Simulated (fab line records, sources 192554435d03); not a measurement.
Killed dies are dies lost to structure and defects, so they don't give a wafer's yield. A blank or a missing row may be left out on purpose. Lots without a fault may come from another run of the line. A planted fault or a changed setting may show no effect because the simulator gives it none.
Chamber matching | flow n5_finfet | N5_BEOL_M14_DEP_53 on pecvd-04: 3 sister chambers
The step deposits SiCN from 3MS/NH3, target thk 50 nm, time 17.8 s. 6 wafers are shown with their chamber, then 11 later ones without.

WAFERS WITH THEIR CHAMBER
wafer  | chamber | throttle_valve_pct (%) | showerhead_plenum_p_Torr (Torr)
L086.4 | 1       | 19.5                   | 4.142
L086.5 | 0       | 16.9                   | 4.155
L089.2 | 1       | 19.5                   | 4.147
L089.3 | 0       | 17.2                   | 4.159
L089.5 | 2       | 17.5                   | 4.185
L090.1 | 2       | 17.6                   | 4.187

WAFERS WITHOUT THEIR CHAMBER
wafer  | throttle_valve_pct (%) | showerhead_plenum_p_Torr (Torr)
L090.3 | 19.6                   | 4.129
L090.6 | 17.5                   | 4.174
L093.1 | 19.2                   | 4.140
L093.3 | 17.6                   | 4.188
L093.5 | 17.3                   | 4.159
L097.1 | 19.3                   | 4.138
L097.3 | 17.7                   | 4.182
L097.4 | 19.2                   | 4.134
L096.3 | 17.6                   | 4.188
L096.4 | 19.4                   | 4.137
L096.5 | 17.4                   | 4.160

WHICH CHAMBER EACH WENT THROUGH
wafer  | from the rows above | in truth
L090.3 | 1                   | 1
L090.6 | 2                   | 2
L093.1 | 1                   | 1
L093.3 | 2                   | 2
L093.5 | 0                   | 0
L097.1 | 1                   | 1
L097.3 | 2                   | 2
L097.4 | 1                   | 1
L096.3 | 2                   | 2
L096.4 | 1                   | 1
L096.5 | 0                   | 0
Placed correctly: 11 of 11. Can't be placed from these rows: 0. Placed wrongly: 0.
How it was worked out, from the rows above alone: a wafer's distance from a chamber is the root of the sum, over the readings, of the square of ((its reading less the chamber's mean) divided by the reading's scatter). The wafer belongs to the nearest chamber; if the next one is less than 2 further off, it can't be placed. A chamber's mean is the mean of its shown wafers. The scatter: the root of (the sum of the squares of (reading less its chamber's mean) over the shown wafers, divided by (wafers less chambers)).
